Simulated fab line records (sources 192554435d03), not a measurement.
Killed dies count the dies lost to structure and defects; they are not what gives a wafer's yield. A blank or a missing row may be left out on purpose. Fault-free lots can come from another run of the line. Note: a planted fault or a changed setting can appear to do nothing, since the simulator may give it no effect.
Split-lot experiment    flow n5_finfet    7 lots, 21 wafers read, on a route of 1938 steps

THE SPLIT ITSELF
At N5_MOL_CONTACT_COAG_ETCH_91 (etches SOC in N2/H2, target depth 60 nm, overetch 21 nm, time 101.2 s), the setting time_s was moved away from the recipe's 101.2 s on 9 of the 21 wafers read, by -11.0% to +15.6%. For the rest of the wafers, this setting stayed at what the recipe calls for.

The reading comes from the split's own step.

THE READING
SiARC_of_MOL_CONTACT_COAG_COAT_76.thk_nm (the simulator's own value, which no gauge read), in nm, at N5_MOL_CONTACT_COAG_ETCH_91 (etches SOC in N2/H2, target depth 60 nm, overetch 21 nm, time 101.2 s). The file does not state a usual value for it. Across the 12 wafers here that went through the recipe, the average is 5.8 nm and the standard deviation 0.11 nm.

wafer   tool, chamber at the split  time_s as run, s  against the recipe  SiARC_of_MOL_CONTACT_COAG_COAT_76.thk_nm, nm  against lot-mates on the recipe
L078.1  rie_diel-03, 3              108.6             +7.3%               5.6                                           +0.0
L078.4  rie_diel-03, 1              108.6             +7.3%               5.4                                           -0.2
L078.6  rie_diel-03, 2              101.2             recipe              5.6                                           -
L079.2  rie_diel-04, 3              111.7             +10.4%              5.4                                           -0.4
L079.3  rie_diel-04, 2              101.2             recipe              5.8                                           -
L079.5  rie_diel-04, 1              111.7             +10.4%              5.2                                           -0.6
L089.2  rie_diel-04, 1,1,2          101.2             recipe              5.8                                           -
L089.4  rie_diel-04, 1,1,2          101.2             recipe              5.8                                           -
L089.5  rie_diel-04, 1,1,2          101.2             recipe              5.8                                           -
L091.1  rie_diel-04, 1              101.2             recipe              5.8                                           -
L091.3  rie_diel-04, 3              92.29             -8.8%               6.2                                           +0.4
L091.4  rie_diel-04, 3              92.29             -8.8%               6.4                                           +0.6
L092.2  rie_diel-02, 2,0            101.2             recipe              5.8                                           -
L092.3  rie_diel-02, 2,0            101.2             recipe              5.8                                           -
L092.5  rie_diel-02, 0              90.04             -11.0%              6.4                                           +0.6
L093.3  rie_diel-04, 0              117               +15.6%              5                                             -0.6
L093.5  rie_diel-04, 0              101.2             recipe              5.6                                           -
L093.6  rie_diel-04, 1              117               +15.6%              5.2                                           -0.4
L097.2  rie_diel-03, 0              101.2             recipe              5.6                                           -
L097.3  rie_diel-03, 3              101.2             recipe              6                                             -
L097.4  rie_diel-03, 1              101.2             recipe              5.8                                           -
The file does not say which wafer passed through which chamber wherever a row lists several chambers: such a row stands for several wafers.

FIT RESULTS
A straight line over all 21 wafers: SiARC_of_MOL_CONTACT_COAG_COAT_76.thk_nm changes by -0.0479 nm for each +1% of time_s; r = -0.95; the points scatter about the line by 0.12 nm.
The same after taking each lot's own level away (the mean of its wafers on the recipe; 21 wafers): -0.0411 nm for each +1%; r = -0.92; scatter 0.13 nm.
According to that fit, moving time_s by its largest amount changes the reading by 0.64 nm.
From 5.60 to 5.80 nm: that is the span of the lots' own levels, equal to 1.8 times the standard deviation above.
In other words, the slope is changed by the lot-to-lot level; the two fits disagree.
Check: with one of the wafers moved furthest among these (+15.6%) left out of the fit, the line predicts -0.594 nm for it against its lot-mates. Against them it came out at -0.6 nm.

ADDITIONAL SPLITS CARRIED BY THESE WAFERS
Other splits were also applied to these wafers ahead of the reading. Each is held against what the fit with the lots' levels taken away leaves over:
other split on the same wafers         wafers away from the commonest value  r with SiARC_of_MOL_CONTACT_COAG_COAT_76.thk_nm (lot level and that fit taken away)
N5_SD_EPI_P_COAT_34 spin_rpm           9                                     -0.11
N5_SDB_COAT_04 spin_rpm                5                                     -0.36
N5_SDB_ALD_29 ald_cycles               6                                     +0.04
N5_MOL_CONTACT_COAG_COAT_104 spin_rpm  6                                     +0.07
N5_MOL_CONTACT_COAG_EXPOSE_05 dose_mj  5                                     -0.17

FILE'S OWN FIT
SiARC_of_MOL_CONTACT_COAG_COAT_76.thk_nm changes by -0.041 nm for each +1% of time_s, r = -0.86.
